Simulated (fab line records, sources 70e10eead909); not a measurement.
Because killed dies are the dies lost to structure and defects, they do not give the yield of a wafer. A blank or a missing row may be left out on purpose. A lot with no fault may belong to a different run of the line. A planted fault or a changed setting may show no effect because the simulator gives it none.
fab line records	flow nandHarc
[record] lots = 13	wafers = 39	lastDay = 33
route steps=1302 shown P_BONDPAD@368 THIN_TSV@1272 END@1302
lots that met no fault: from a run of the same line without faults
startH: the number of hours between the record's first day and the start of the first shown wafer of the lot	waitH: hours elapsed since this lot's preceding step	" unchanged from the row above	L1.1+2: one row covering several wafers at once	- no value, or no start was given	* or withheld: withheld	< > ~ a bound
route shown NAME@n: NAME is a module with steps in the file, n the number in the route of the first one	usual: mean/standard deviation taken from wafers without a fault	same: alike in all rows	chamber/n: place in a boat	sites: the reading at each site	_std_site: standard deviation of those values	_edge_site: the outer-site mean with the inner-site mean subtracted	radiusMm: for every site, how far away it sits from the centre of the wafer	mask NAME#n: copy n	behind: the tool/chamber that last shaped the wafer	hold: why the lot went on hold/how many hours it stayed there/how the hold came to an end	device: the transistor (n, p or np) that didn't switch	end of line: the route-end tests of the same wafers	where a step has no rows: the recipe by itself	killed: count of dies lost to structure and defects at first sort (not the wafer's yield)	map: per-die view of a wafer (x killed, . not killed, _ where there is no die)
set.NAME: the setting the step ran with; set.NAME@STEP: the setting that earlier step ran with	model.NAME: the simulator's own value behind a step, which no gauge read
route steps across a sampled set of lots; one table per step, one row per wafer
services: when a tool's chamber went out of use (startH, in hours from the record's first day, below 0 if earlier), for how many hours, and the reason
[[steps]]
[step NHARC_P_BONDPAD_ETCH_37]
[recipe] targetDepthA = 600	overetchA = 180	timeS = 65.91	ionEnergyEv = 200	n2FlowSccm = 150	h2FlowSccm = 150	arFlowSccm = 0	rfW = 400	biasW = 150	chemistry = N2/H2
[usual] biasW = 150.0/0.44	chamberPressureMTorr = 29.998/0.029	drypumpMotorCurrentA = 5.5/0.53	mfcArSccm = 0.003/0.0069	oesProductAu = 1.002/0.0068	rfFwdPowerW = 396.0/1.8	rfVppV = 430.3/2.5	showerheadPlenumPTorr = 2.03/0.087	throttleValvePct = 14.170/0.0098
[same] timeS = 65.91
lot.wafer	tool	chamber	startH	waitH	biasW	chamberPressureMTorr	drypumpMotorCurrentA	mfcArSccm	oesProductAu	rfFwdPowerW	rfHoursCounterH	rfVppV	showerheadPlenumPTorr	throttleValvePct
L783.1	rieDiel-11	2	144.40	0.1	149.1	29.951	5.9	0	1.005	397.1	2.8	431.1	2.06	14.166
L783.3	"	3	"	"	150.4	29.949	6.1	0	1.001	395.7	4.3	428.0	1.93	14.173
L783.6	"	2	"	"	149.3	29.955	5.9	0	0.992	396.4	-	432.2	2.06	14.167
L787.4	rieDiel-11	3	184.41	0.1	150.9	29.995	6.0	0	1.001	393.1	5.1	427.4	1.93	14.161
L787.1	"	0	"	"	150.5	29.988	5.1	0	0.998	394.9	5.1	428.7	1.96	14.182
L787.6	"	3	"	"	150.3	29.977	6.1	0	0.999	395.4	-	427.6	1.93	14.179
L791.4	rieDiel-11	3	225.61	0.1	150.5	30.018	6.1	0	1.013	394.7	8.1	428.4	1.93	14.179
L791.3	"	0	"	"	150.2	29.955	5.1	0	1.003	396.1	7.5	427.8	1.96	14.158
L791.6	"	3	"	"	150.1	29.976	6.1	0	1.006	394.4	-	426.8	1.93	14.169
L792.1	rieDiel-06	1	240.94	0.1	150.1	30.024	5.9	0	1.006	392.5	3.5	430.2	2.07	14.164
L792.5	"	1	"	"	150.0	30.013	6.0	0	1.010	392.8	-	430.7	2.07	14.177
L792.6	"	2	"	"	149.7	29.960	5.5	0	1.016	397.1	-	427.2	1.91	14.155
L793.4	rieDiel-06	2	242.00	0.1	150.3	29.971	5.5	0	1.011	397.6	3.0	427.8	1.91	14.158
L793.1	"	3	"	"	150.3	30.000	4.6	0	1.005	396.5	2.8	430.9	2.05	14.159
L793.3	"	1	"	"	149.6	30.055	6.0	0	1.005	394.7	3.6	429.9	2.07	14.169
L794.2	rieDiel-02	3	251.89	0.1	150.8	29.987	5.9	0.035	1.002	397.0	1.3	432.1	2.03	14.173
L794.5	"	3	"	"	150.1	30.041	5.9	0.035	0.998	398.4	-	430.8	2.03	14.157
L794.6	"	0	"	"	150.0	29.971	5.2	0.010	1.002	395.5	-	433.6	2.12	14.177
L799.4	rieDiel-06	2	302.76	0.1	150.2	29.947	5.5	0	1.010	397.4	4.7	427.1	1.91	14.174
L799.1	"	3	"	"	149.7	30.032	4.6	0	1.001	397.9	4.9	430.0	2.05	14.165
L799.2	"	0	"	"	149.7	30.008	6.1	0	1.002	396.9	5.3	433.1	2.17	14.181
L800.2	rieDiel-11	2	311.74	0.1	149.5	30.014	6.0	0	1.009	395.6	0.9	431.0	2.06	14.174
L800.4	"	3	"	"	149.9	29.990	6.0	0	1.010	395.2	1.0	426.1	1.93	14.172
L800.6	"	2	"	"	149.8	30.011	6.0	0	1.006	397.4	-	432.0	2.06	14.173
L801.1	rieDiel-11	2	328.60	0.1	150.4	30.030	5.9	0	1.010	394.3	1.2	429.7	2.06	14.164
L801.2	"	3	"	"	149.9	30.014	6.1	0	1.012	394.3	1.3	428.1	1.92	14.167
L801.5	"	0	"	"	149.7	29.977	5.1	0	0.996	394.2	-	425.9	1.96	14.170
L802.4	rieDiel-06	0	334.40	0.1	150.3	29.994	6.2	0	0.990	396.5	0.4	433.7	2.17	14.175
L802.1	"	1	"	"	150.0	30.040	6.0	0	0.991	393.5	0.6	430.9	2.07	14.185
L802.5	"	0	"	"	149.8	30.000	6.2	0	0.990	396.3	-	433.2	2.17	14.171
L803.4	rieDiel-06	3	345.40	0.1	149.7	29.996	4.6	0	1.006	397.2	1.0	431.6	2.05	14.170
L803.2	"	2	"	"	149.5	30.009	5.5	0	0.991	397.6	1.0	426.2	1.90	14.158
L803.5	"	0	"	"	149.5	29.998	6.1	0	1.005	395.5	-	435.2	2.17	14.158
L804.4	rieDiel-02	2	357.66	0.1	150.4	30.001	5.7	0.009	0.993	397.4	7.2	427.9	1.94	14.173
L804.2	"	3	"	"	150.4	29.970	5.9	0.035	1.000	398.8	6.7	430.4	2.02	14.153
L804.6	"	1	"	"	150.4	30.044	4.9	0	0.999	398.6	-	434.0	2.19	14.149
L805.2	rieDiel-02	1	365.01	0.1	150.6	30.054	4.9	0	0.999	397.4	7.5	434.5	2.19	14.185
L805.4	"	3	"	"	149.8	29.972	5.9	0.035	0.996	399.3	6.9	430.1	2.02	14.174
L805.6	"	1	"	"	150.5	30.011	4.9	0	0.997	395.3	-	435.2	2.19	14.162
[step NHARC_THIN_TSV_PVD_19]
[recipe] targetThkA = 200	chamberPressurePa = 5	material = TaN
[usual] throttleValvePct = 29.8/1.1
lot.wafer	tool	chamber	startH	waitH	throttleValvePct
L783.3	pvdSputter-02	-	-	-	29.6
L783.1	"	-	"	"	28.1
L783.6	"	-	"	"	30.2
L787.4	pvdSputter-02	-	-	-	28.2
L787.1	"	-	"	"	29.6
L787.6	"	-	"	"	30.0
L791.3	pvdSputter-03	-	-	-	30.6
L791.4	"	-	"	"	30.1
L791.6	"	-	"	"	29.7
L793.4	pvdSputter-03	-	-	-	29.3
L793.3	"	-	"	"	30.8
L793.1	"	-	"	"	29.9
L792.1	pvdSputter-03	-	-	-	29.2
L792.5	"	-	"	"	30.9
L792.6	"	-	"	"	28.9
L794.2	pvdSputter-03	-	-	-	30.8
L794.6	"	-	"	"	28.6
L794.5	"	-	"	"	30.0
L799.4	pvdSputter-02	-	-	-	29.5
L799.1	"	-	"	"	32.0
L799.2	"	-	"	"	30.4
L800.2	pvdSputter-02	-	-	-	28.6
L800.4	"	-	"	"	32.1
L800.6	"	-	"	"	30.3
L801.1	pvdSputter-03	-	-	-	30.9
L801.2	"	-	"	"	29.0
L801.5	"	-	"	"	29.0
L802.4	pvdSputter-02	-	-	-	29.2
L802.1	"	-	"	"	30.5
L802.5	"	-	"	"	32.0
L803.4	pvdSputter-02	-	-	-	29.7
L803.2	"	-	"	"	28.7
L803.5	"	-	"	"	29.5
L804.2	pvdSputter-03	-	-	-	29.5
L804.4	"	-	"	"	28.9
L804.6	"	-	"	"	29.6
L805.2	pvdSputter-03	-	-	-	29.1
L805.4	"	-	"	"	29.7
L805.6	"	-	"	"	30.8
[step NHARC_THIN_TSV_PVD_51]
[recipe] targetThkA = 1000	chamberPressurePa = 5	material = Cu
[usual] throttleValvePct = 29.9/1.1
lot.wafer	tool	chamber	startH	waitH	throttleValvePct
L783.3	pvdSputter-02	-	-	-	28.0
L783.1	"	-	"	"	29.6
L783.6	"	-	"	"	28.1
L787.4	pvdSputter-02	-	-	-	29.5
L787.1	"	-	"	"	31.8
L787.6	"	-	"	"	28.0
L791.4	pvdSputter-03	-	-	-	30.9
L791.3	"	-	"	"	28.6
L791.6	"	-	"	"	29.3
L793.1	pvdSputter-03	-	-	-	30.8
L793.4	"	-	"	"	28.8
L793.3	"	-	"	"	30.2
L792.1	pvdSputter-03	-	-	-	29.8
L792.6	"	-	"	"	30.9
L792.5	"	-	"	"	28.7
L794.2	pvdSputter-03	-	-	-	28.7
L794.5	"	-	"	"	30.0
L794.6	"	-	"	"	29.4
L799.1	pvdSputter-02	-	-	-	28.7
L799.2	"	-	"	"	29.5
L799.4	"	-	"	"	30.5
L800.2	pvdSputter-02	-	-	-	30.6
L800.4	"	-	"	"	28.8
L800.6	"	-	"	"	29.7
L801.2	pvdSputter-03	-	-	-	29.3
L801.1	"	-	"	"	28.9
L801.5	"	-	"	"	29.5
L802.1	pvdSputter-02	-	-	-	29.5
L802.4	"	-	"	"	28.7
L802.5	"	-	"	"	29.6
L803.4	pvdSputter-02	-	-	-	29.5
L803.2	"	-	"	"	31.6
L803.5	"	-	"	"	29.7
L804.2	pvdSputter-03	-	-	-	30.8
L804.4	"	-	"	"	28.9
L804.6	"	-	"	"	31.0
L805.2	pvdSputter-03	-	-	-	30.0
L805.4	"	-	"	"	31.2
L805.6	"	-	"	"	30.8
[step NHARC_END_SORT_01]
[recipe] tempC = 25
[usual] defectLimitedYield = 91/3	killedAtArray = 56/20	killedAtOther = 1/1.3	killedAtPeriphery = 3.5/2.7	killedDies = 60/20	killedOpen = 3.3/1.6	killedShort = 2.4/1.5
[same] grossDies = 677
lot.wafer	tool	chamber	startH	waitH	defectLimitedYield[%]	killedAtArray	killedAtOther	killedAtPeriphery	killedDies	killedOpen	killedShort
L783.1	prober-02	0	563.66	2.5	87	76	1	9	86	3	4
L783.3	prober-02	0	565.26	3.1	89	74	1	2	77	3	4
L783.6	prober-02	0	567.67	4.0	90	62	0	7	69	4	3
L787.1	prober-02	0	610.47	2.5	95	35	0	1	36	5	2
L787.4	prober-02	0	612.87	3.4	91	61	0	3	64	5	3
L787.6	prober-02	0	614.46	4.0	91	57	1	1	59	3	2
L791.3	prober-02	0	648.84	3.1	91	53	1	4	58	1	3
L791.4	prober-02	0	649.65	3.4	91	61	0	3	64	4	4
L791.6	prober-02	0	651.26	4.0	92	50	0	1	51	1	3
L793.1	prober-01	0	655.20	2.5	90	67	0	1	68	2	3
L793.3	prober-01	0	656.82	3.1	94	40	0	1	41	1	3
L793.4	prober-01	0	657.63	3.4	81	62	0	68	130	4	4
L792.1	prober-02	0	655.26	2.5	92	52	2	1	55	6	2
L792.5	prober-02	0	658.48	3.7	90	58	5	6	69	5	2
L792.6	prober-02	0	659.29	4.0	84	42	0	69	111	4	2
L794.2	prober-02	0	678.41	2.8	92	48	2	3	53	3	2
L794.5	prober-02	0	680.79	3.7	90	65	0	1	66	3	2
L794.6	prober-02	0	681.58	4.0	92	45	1	5	51	6	6
L799.1	prober-01	0	721.97	2.5	92	53	1	1	55	3	2
L799.2	prober-01	0	722.77	2.8	93	44	0	1	45	2	5
L799.4	prober-01	0	724.38	3.4	92	45	2	4	51	2	3
L800.2	prober-02	0	730.51	2.8	96	26	0	1	27	2	1
L800.4	prober-02	0	732.12	3.4	95	31	0	2	33	3	5
L800.6	prober-02	0	733.72	4.0	95	27	0	4	31	4	2
L802.1	prober-02	0	748.62	2.5	93	41	1	5	47	4	3
L802.4	prober-02	0	750.99	3.4	93	37	2	6	45	3	3
L802.5	prober-02	0	751.77	3.6	94	32	0	8	40	2	0
L801.1	prober-01	0	748.67	2.5	88	75	2	6	83	4	2
L801.2	prober-01	0	749.48	2.8	88	73	4	4	81	0	1
L801.5	prober-01	0	751.89	3.7	88	80	1	0	81	3	2
L804.2	prober-01	0	772.03	2.8	92	50	0	1	51	3	0
L804.4	prober-01	0	773.62	3.4	91	56	2	2	60	8	3
L804.6	prober-01	0	775.21	4.0	92	55	0	2	57	4	3
L803.2	prober-02	0	772.10	2.8	92	48	4	1	53	4	2
L803.4	prober-02	0	773.69	3.4	94	37	1	2	40	2	0
L803.5	prober-02	0	774.49	3.7	94	38	0	2	40	3	5
L805.2	prober-01	0	781.06	2.8	98	12	1	1	14	3	1
L805.4	prober-01	0	782.62	3.3	97	15	2	2	19	5	2
L805.6	prober-01	0	784.18	3.9	97	16	3	2	21	4	3
// killed by level:class
L783.1 A_CHANNEL_HOLE_D1:chamberFilmFlake=30 A_SLIT:chamberFilmFlake=19 A_CHANNEL_HOLE_D2:chamberFilmFlake=9 A_STAIRCASE:chamberFilmFlake=4 A_WL_FILL:chamberFilmFlake=4 A_M0:geometricParticle:short=3 P_ZERO_WELL:chamberFilmFlake=3 P_M0:chamberFilmFlake=3
L783.3 A_CHANNEL_HOLE_D1:chamberFilmFlake=27 A_SLIT:chamberFilmFlake=21 A_CHANNEL_HOLE_D2:chamberFilmFlake=9 A_STAIRCASE:chamberFilmFlake=5 A_CHANNEL_FILL_D2:chamberFilmFlake=2 A_CONTACT:chamberFilmFlake=2 P_ZERO_WELL:geometricParticle:short=1 A_CHANNEL_HOLE_D1:geometricParticle:open=1
L783.6 A_CHANNEL_HOLE_D1:chamberFilmFlake=21 A_SLIT:chamberFilmFlake=17 A_CHANNEL_HOLE_D2:chamberFilmFlake=4 P_ZERO_WELL:chamberFilmFlake=3 A_CHANNEL_FILL_D2:chamberFilmFlake=3 A_STAIRCASE:chamberFilmFlake=3 A_WL_FILL:chamberFilmFlake=3 A_CONTACT:chamberFilmFlake=3
L787.1 A_CHANNEL_HOLE_D2:chamberFilmFlake=13 A_CHANNEL_HOLE_D1:chamberFilmFlake=10 A_CHANNEL_FILL_D1:chamberFilmFlake=3 A_DECK1_JOINT:chamberFilmFlake=2 P_CONTACT:geometricParticle:open=1 A_DECK1_JOINT:geometricParticle:open=1 A_DECK1_JOINT:geometricParticle:short=1 A_ONON_D2:geometricParticle:open=1
L787.4 A_CHANNEL_HOLE_D1:chamberFilmFlake=25 A_CHANNEL_HOLE_D2:chamberFilmFlake=23 A_CHANNEL_FILL_D1:chamberFilmFlake=3 A_DECK1_JOINT:geometricParticle:open=2 A_CONTACT:chamberFilmFlake=2 P_GATE:geometricParticle:open=1 A_ONON_D1:geometricParticle:short=1 A_DECK1_JOINT:geometricParticle:short=1
L787.6 A_CHANNEL_HOLE_D1:chamberFilmFlake=31 A_CHANNEL_HOLE_D2:chamberFilmFlake=19 A_CONTACT:chamberFilmFlake=3 P_CONTACT:geometricParticle:short=1 A_CHANNEL_HOLE_D1:geometricParticle:open=1 A_CHANNEL_FILL_D1:geometricParticle:short=1 A_CHANNEL_HOLE_D2:geometricParticle:open=1 STARTING-WAFER:geometricParticle:open=1
L791.3 A_SLIT:chamberFilmFlake=24 A_CHANNEL_HOLE_D2:chamberFilmFlake=15 A_CONTACT:chamberFilmFlake=7 A_CHANNEL_FILL_D1:geometricParticle:short=2 P_BONDPAD:chamberFilmFlake=2 P_M0:geometricParticle:short=1 A_ONON_D1:geometricParticle:open=1 P_GATE:chamberFilmFlake=1
L791.4 A_SLIT:chamberFilmFlake=28 A_CHANNEL_HOLE_D2:chamberFilmFlake=16 A_CHANNEL_HOLE_D1:chamberFilmFlake=3 A_CHANNEL_FILL_D1:chamberFilmFlake=3 A_CONTACT:chamberFilmFlake=3 P_GATE:geometricParticle:open=1 P_CONTACT:geometricParticle:short=1 A_ONON_D1:geometricParticle:short=1
L791.6 A_SLIT:chamberFilmFlake=25 A_CHANNEL_HOLE_D2:chamberFilmFlake=12 A_CONTACT:chamberFilmFlake=4 A_CHANNEL_HOLE_D1:chamberFilmFlake=2 A_SOURCE_PLATE:geometricParticle:short=1 A_DECK1_JOINT:geometricParticle:short=1 A_ONON_D2:geometricParticle:short=1 A_BLC:geometricParticle:open=1
L793.1 A_CHANNEL_HOLE_D1:chamberFilmFlake=35 A_CHANNEL_HOLE_D2:chamberFilmFlake=17 A_STAIRCASE:chamberFilmFlake=6 A_CHANNEL_FILL_D1:geometricParticle:short=2 A_SLIT:chamberFilmFlake=2 A_CHANNEL_FILL_D1:geometricParticle:open=1 A_CHANNEL_HOLE_D2:geometricParticle:open=1 A_M0:geometricParticle:short=1
L792.1 A_SLIT:chamberFilmFlake=35 A_CHANNEL_HOLE_D2:chamberFilmFlake=4 A_CHANNEL_HOLE_D1:chamberFilmFlake=2 A_CHANNEL_HOLE_D2:unspecified=2 A_ONON_D1:geometricParticle:open=1 A_CHANNEL_FILL_D1:geometricParticle:open=1 A_CHANNEL_FILL_D1:geometricParticle:short=1 A_DECK1_JOINT:geometricParticle:open=1
L793.3 A_CHANNEL_HOLE_D1:chamberFilmFlake=16 A_CHANNEL_HOLE_D2:chamberFilmFlake=13 A_STAIRCASE:chamberFilmFlake=5 A_CONTACT:chamberFilmFlake=3 A_ONON_D1:geometricParticle:short=2 P_M0:geometricParticle:open=1 A_WL_FILL:geometricParticle:short=1
L793.4 P_BONDPAD:unspecified=65 A_CHANNEL_HOLE_D1:chamberFilmFlake=29 A_CHANNEL_HOLE_D2:chamberFilmFlake=21 A_CHANNEL_FILL_D1:geometricParticle:open=2 P_GATE:chamberFilmFlake=2 A_CHANNEL_FILL_D2:chamberFilmFlake=2 A_SLIT:chamberFilmFlake=2 P_M1:geometricParticle:short=1
L792.5 A_SLIT:chamberFilmFlake=31 A_CHANNEL_HOLE_D2:chamberFilmFlake=6 A_DECK1_JOINT:chamberFilmFlake=4 A_CONTACT:chamberFilmFlake=4 THIN_TSV:chamberFilmFlake=4 A_CHANNEL_HOLE_D1:chamberFilmFlake=3 P_M0:geometricParticle:open=2 P_M1:geometricParticle:open=2
L792.6 P_BONDPAD:unspecified=67 A_SLIT:chamberFilmFlake=27 A_CHANNEL_HOLE_D1:chamberFilmFlake=4 A_WL_FILL:geometricParticle:open=2 A_ZERO_WELL:chamberFilmFlake=2 P_M0:geometricParticle:open=1 A_CHANNEL_FILL_D1:geometricParticle:open=1 A_CHANNEL_FILL_D1:geometricParticle:short=1
L794.2 A_CHANNEL_HOLE_D1:chamberFilmFlake=19 A_CHANNEL_HOLE_D2:chamberFilmFlake=18 P_M1:chamberFilmFlake=2 A_DECK1_JOINT:chamberFilmFlake=2 A_STAIRCASE:chamberFilmFlake=2 A_ONON_D1:geometricParticle:open=1 A_WL_FILL:geometricParticle:open=1 A_M0:geometricParticle:open=1
L794.5 A_CHANNEL_HOLE_D1:chamberFilmFlake=28 A_CHANNEL_HOLE_D2:chamberFilmFlake=19 A_DECK1_JOINT:chamberFilmFlake=4 A_ONON_D2:geometricParticle:open=3 A_STAIRCASE:chamberFilmFlake=2 A_SLIT:chamberFilmFlake=2 A_M0:chamberFilmFlake=2 A_CHANNEL_FILL_D1:geometricParticle:short=1
L794.6 A_CHANNEL_HOLE_D1:chamberFilmFlake=15 A_CHANNEL_HOLE_D2:chamberFilmFlake=13 A_WL_FILL:geometricParticle:short=3 P_M1:chamberFilmFlake=3 A_SLIT:chamberFilmFlake=2 P_CONTACT:geometricParticle:open=1 A_SOURCE_PLATE:geometricParticle:open=1 A_CHANNEL_FILL_D1:geometricParticle:open=1
L799.1 A_CHANNEL_HOLE_D1:chamberFilmFlake=35 A_SLIT:chamberFilmFlake=4 A_CONTACT:chamberFilmFlake=3 A_STAIRCASE:chamberFilmFlake=3 P_M0:geometricParticle:open=1 A_SOURCE_PLATE:geometricParticle:open=1 A_CHANNEL_FILL_D1:geometricParticle:short=1 A_ONON_D2:geometricParticle:short=1
L799.2 A_CHANNEL_HOLE_D1:chamberFilmFlake=15 A_CONTACT:chamberFilmFlake=7 A_SLIT:chamberFilmFlake=5 A_CHANNEL_FILL_D1:geometricParticle:short=3 A_CHANNEL_FILL_D1:chamberFilmFlake=3 A_STAIRCASE:chamberFilmFlake=3 A_WL_FILL:chamberFilmFlake=2 A_CHANNEL_HOLE_D1:geometricParticle:open=1
L799.4 A_CHANNEL_HOLE_D1:chamberFilmFlake=27 A_CONTACT:chamberFilmFlake=7 A_SLIT:chamberFilmFlake=3 P_M2:chamberFilmFlake=2 THIN_TSV:chamberFilmFlake=2 P_M0:geometricParticle:open=1 A_SOURCE_PLATE:geometricParticle:short=1 A_CHANNEL_HOLE_D1:geometricParticle:short=1
L800.2 A_CHANNEL_HOLE_D1:chamberFilmFlake=12 A_STAIRCASE:chamberFilmFlake=4 A_SLIT:chamberFilmFlake=3 A_BLC:chamberFilmFlake=2 A_ONON_D1:geometricParticle:short=1 A_BLC:geometricParticle:open=1 A_M1:geometricParticle:open=1 P_GATE:chamberFilmFlake=1
L800.4 A_CHANNEL_HOLE_D1:chamberFilmFlake=10 A_SLIT:chamberFilmFlake=4 A_BLC:chamberFilmFlake=4 A_STAIRCASE:chamberFilmFlake=3 A_CHANNEL_FILL_D2:geometricParticle:short=2 A_CONTACT:chamberFilmFlake=2 P_CONTACT:geometricParticle:short=1 A_ONON_D1:geometricParticle:open=1
L800.6 A_CHANNEL_HOLE_D1:chamberFilmFlake=8 A_CONTACT:chamberFilmFlake=4 P_GATE:chamberFilmFlake=3 A_STAIRCASE:chamberFilmFlake=3 A_CHANNEL_FILL_D2:geometricParticle:open=2 A_SLIT:chamberFilmFlake=2 A_BLC:chamberFilmFlake=2 A_DECK1_JOINT:geometricParticle:short=1
L802.1 A_CHANNEL_HOLE_D1:chamberFilmFlake=23 A_CONTACT:chamberFilmFlake=7 P_CONTACT:chamberFilmFlake=3 A_DECK1_JOINT:geometricParticle:open=2 A_SLIT:chamberFilmFlake=2 P_CONTACT:geometricParticle:open=1 A_CHANNEL_FILL_D1:geometricParticle:short=1 A_DECK1_JOINT:geometricParticle:short=1
L801.1 A_SLIT:chamberFilmFlake=30 A_CHANNEL_HOLE_D2:chamberFilmFlake=18 A_CHANNEL_HOLE_D1:chamberFilmFlake=14 A_CONTACT:chamberFilmFlake=5 A_CHANNEL_FILL_D1:chamberFilmFlake=3 P_M0:geometricParticle:open=2 P_GATE:chamberFilmFlake=2 THIN_TSV:chamberFilmFlake=2
L801.2 A_SLIT:chamberFilmFlake=31 A_CHANNEL_HOLE_D2:chamberFilmFlake=22 A_CHANNEL_HOLE_D1:chamberFilmFlake=11 A_CONTACT:chamberFilmFlake=6 THIN_TSV:chamberFilmFlake=4 A_WL_FILL:chamberFilmFlake=2 P_M0:geometricParticle:short=1 P_ZERO_WELL:chamberFilmFlake=1
L802.4 A_CHANNEL_HOLE_D1:chamberFilmFlake=18 A_STAIRCASE:chamberFilmFlake=4 P_STI:chamberFilmFlake=2 P_CONTACT:chamberFilmFlake=2 A_CHANNEL_FILL_D2:chamberFilmFlake=2 A_SLIT:chamberFilmFlake=2 A_CONTACT:chamberFilmFlake=2 A_BONDPAD:chamberFilmFlake=2
L802.5 A_CHANNEL_HOLE_D1:chamberFilmFlake=17 P_CONTACT:chamberFilmFlake=8 A_SLIT:chamberFilmFlake=5 A_CONTACT:chamberFilmFlake=5 A_SGD_CUT:chamberFilmFlake=2 A_DECK1_JOINT:geometricParticle:open=1 A_ONON_D2:geometricParticle:open=1 A_CHANNEL_FILL_D1:chamberFilmFlake=1
L801.5 A_SLIT:chamberFilmFlake=36 A_CHANNEL_HOLE_D2:chamberFilmFlake=21 A_CHANNEL_HOLE_D1:chamberFilmFlake=8 A_CONTACT:chamberFilmFlake=4 A_DECK1_JOINT:geometricParticle:short=2 A_CHANNEL_FILL_D1:chamberFilmFlake=2 A_BONDPAD:chamberFilmFlake=2 A_ONON_D1:geometricParticle:open=1
L804.2 A_CHANNEL_HOLE_D2:chamberFilmFlake=24 A_CONTACT:chamberFilmFlake=7 A_SLIT:chamberFilmFlake=5 A_STAIRCASE:chamberFilmFlake=3 A_CHANNEL_FILL_D1:geometricParticle:open=2 A_ZERO_WELL:chamberFilmFlake=2 A_WL_FILL:chamberFilmFlake=2 A_BLC:chamberFilmFlake=2
L803.2 A_CHANNEL_HOLE_D1:chamberFilmFlake=22 A_CONTACT:chamberFilmFlake=11 A_SLIT:chamberFilmFlake=5 THIN_TSV:chamberFilmFlake=4 A_DECK1_JOINT:chamberFilmFlake=2 A_WL_FILL:chamberFilmFlake=2 A_CHANNEL_HOLE_D1:geometricParticle:open=1 A_CHANNEL_FILL_D1:geometricParticle:open=1
L804.4 A_CHANNEL_HOLE_D2:chamberFilmFlake=24 A_SLIT:chamberFilmFlake=5 A_CONTACT:geometricParticle:open=3 A_CHANNEL_FILL_D1:chamberFilmFlake=3 A_WL_FILL:chamberFilmFlake=3 A_CONTACT:chamberFilmFlake=3 A_BLC:chamberFilmFlake=3 A_STAIRCASE:chamberFilmFlake=2
L803.4 A_CHANNEL_HOLE_D1:chamberFilmFlake=16 A_CONTACT:chamberFilmFlake=11 A_SLIT:chamberFilmFlake=5 A_CHANNEL_FILL_D1:chamberFilmFlake=2 P_M1:geometricParticle:open=1 A_SGD_CUT:geometricParticle:open=1 P_ZERO_WELL:chamberFilmFlake=1 A_DECK1_JOINT:chamberFilmFlake=1
L803.5 A_CHANNEL_HOLE_D1:chamberFilmFlake=13 A_CONTACT:chamberFilmFlake=10 A_SLIT:chamberFilmFlake=5 A_DECK1_JOINT:chamberFilmFlake=2 P_M0:geometricParticle:short=1 A_ONON_D1:geometricParticle:open=1 A_ONON_D1:geometricParticle:short=1 A_CHANNEL_HOLE_D1:geometricParticle:open=1
L804.6 A_CHANNEL_HOLE_D2:chamberFilmFlake=30 A_SLIT:chamberFilmFlake=5 A_STAIRCASE:chamberFilmFlake=4 A_CONTACT:chamberFilmFlake=4 A_CHANNEL_FILL_D1:chamberFilmFlake=2 P_GATE:geometricParticle:short=1 P_CONTACT:geometricParticle:open=1 A_SOURCE_PLATE:geometricParticle:open=1
L805.2 A_SLIT:chamberFilmFlake=3 A_BLC:chamberFilmFlake=2 A_ONON_D1:geometricParticle:open=1 A_STAIRCASE:geometricParticle:open=1 A_BLC:geometricParticle:open=1 A_M1:geometricParticle:short=1 P_ZERO_WELL:chamberFilmFlake=1 A_CHANNEL_FILL_D1:chamberFilmFlake=1
L805.4 A_SLIT:chamberFilmFlake=3 A_CHANNEL_HOLE_D2:chamberFilmFlake=2 A_CONTACT:chamberFilmFlake=2 THIN_TSV:chamberFilmFlake=2 P_GATE:geometricParticle:open=1 P_M0:geometricParticle:open=1 A_ONON_D1:geometricParticle:open=1 A_ONON_D1:geometricParticle:short=1
L805.6 A_SLIT:chamberFilmFlake=6 THIN_TSV:chamberFilmFlake=3 A_BLC:chamberFilmFlake=2 P_GATE:geometricParticle:open=1 P_M1:geometricParticle:short=1 A_SOURCE_PLATE:geometricParticle:open=1 A_CHANNEL_FILL_D1:geometricParticle:open=1 A_DECK1_JOINT:geometricParticle:open=1
[[services]]
tool	chamber	startH	hours	kind
rieDiel-11	2	126.05	7.7	repair
rieDiel-06	-	130.21	9.0	pm
rieDiel-06	2	153.21	13.1	repair
pvdSputter-03	-	162.77	5.9	repair
pvdSputter-03	-	170.00	10.0	pm
pvdSputter-03	-	210.82	1.1	repair
rieDiel-11	3	235.76	19.0	repair
pvdSputter-03	-	252.93	0.6	repair
rieDiel-06	1	254.48	9.7	repair
pvdSputter-02	-	282.00	10.0	pm
pvdSputter-03	-	290.96	5.5	repair
pvdSputter-02	-	303.07	4.6	repair
pvdSputter-02	-	324.53	2.1	repair
pvdSputter-02	-	338.00	10.5	repair
pvdSputter-03	-	348.00	10.0	pm
pvdSputter-02	-	396.35	7.3	repair
pvdSputter-03	-	399.81	45.2	repair
pvdSputter-03	-	451.96	8.2	repair
pvdSputter-02	-	460.00	10.0	pm
pvdSputter-03	-	487.27	1.5	repair
pvdSputter-03	-	526.00	10.0	pm
pvdSputter-02	-	580.06	0.6	repair
pvdSputter-02	-	638.00	10.0	pm
pvdSputter-03	-	704.00	10.0	pm
[[key]]
[firstSign] step = NHARC_END_SORT_01	reading = killedAtPeriphery	direction = up	sigmas = 24	usual = 3.5	struck = 68.5
[effect] step = NHARC_END_SORT_01	reading = killedDies	direction = up	sigmas = 3	usual = 60	struck = 120
[moreKillsBornAt] NHARC_P_BONDPAD_ETCH_37@rieDiel-06 = 132
metAt NHARC_P_BONDPAD_ETCH_37
struckLots L792,L793
struckWafers L792.6,L793.4
notActingAt NHARC_THIN_TSV_PVD_19,NHARC_THIN_TSV_PVD_51
[fault] kind = chamberParticleSource	tool = rieDiel-06	chamber = 2	onsetH = 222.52	steps = NHARC_P_BONDPAD_ETCH_37	ratePerVisitCm2 = 0.73115	endH = 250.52
